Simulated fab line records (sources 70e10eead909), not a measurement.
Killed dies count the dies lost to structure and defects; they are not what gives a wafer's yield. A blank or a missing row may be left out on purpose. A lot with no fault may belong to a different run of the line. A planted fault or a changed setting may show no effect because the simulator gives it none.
Chamber matching    flow nand harc    pecvd-01 running NHARC_A_CONTACT_DEP_58: 3 sister chambers
The step deposits SiON, target thk 60 nm. 6 wafers are shown with their chamber, then 7 later ones without.

## WAFERS PAIRED WITH THEIR CHAMBERS
wafer   chamber  heater power w (W)
L078.1  1        789
L078.2  2        863
L076.4  2        723
L076.6  1        719
L085.2  0        705
L085.4  0        736

## WAFERS WITHOUT THEIR CHAMBER
wafer   heater power w (W)
L085.6  734
L087.1  751
L087.4  736
L087.6  839
L097.3  699
L097.5  715
L097.6  845

## CHAMBER TAKEN BY EACH
wafer   from the rows above           in truth
L085.6  can't be placed: 0 or 1 or 2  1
L087.1  can't be placed: 1 or 0 or 2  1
L087.4  can't be placed: 0 or 1 or 2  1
L087.6  can't be placed: 2 or 1 or 0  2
L097.3  can't be placed: 0 or 1 or 2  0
L097.5  can't be placed: 0 or 1 or 2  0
L097.6  can't be placed: 2 or 1 or 0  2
Placed correctly: 0 of 7. These rows do not allow placing 7 (true chamber among the candidates in 7). Wrongly placed: 0.
How it was worked out, from the rows above alone: a wafer's distance from a chamber is the root of the sum, over the readings, of the square of ((its reading less the chamber's mean) divided by the reading's scatter). The wafer belongs to the nearest chamber; if the next one is less than 2 further off, it can't be placed. A chamber's mean is the mean of its shown wafers. How the scatter is found: for the shown wafers, subtract from each reading the mean of its chamber, square and add these, divide the total by (wafers less chambers), then take the root.
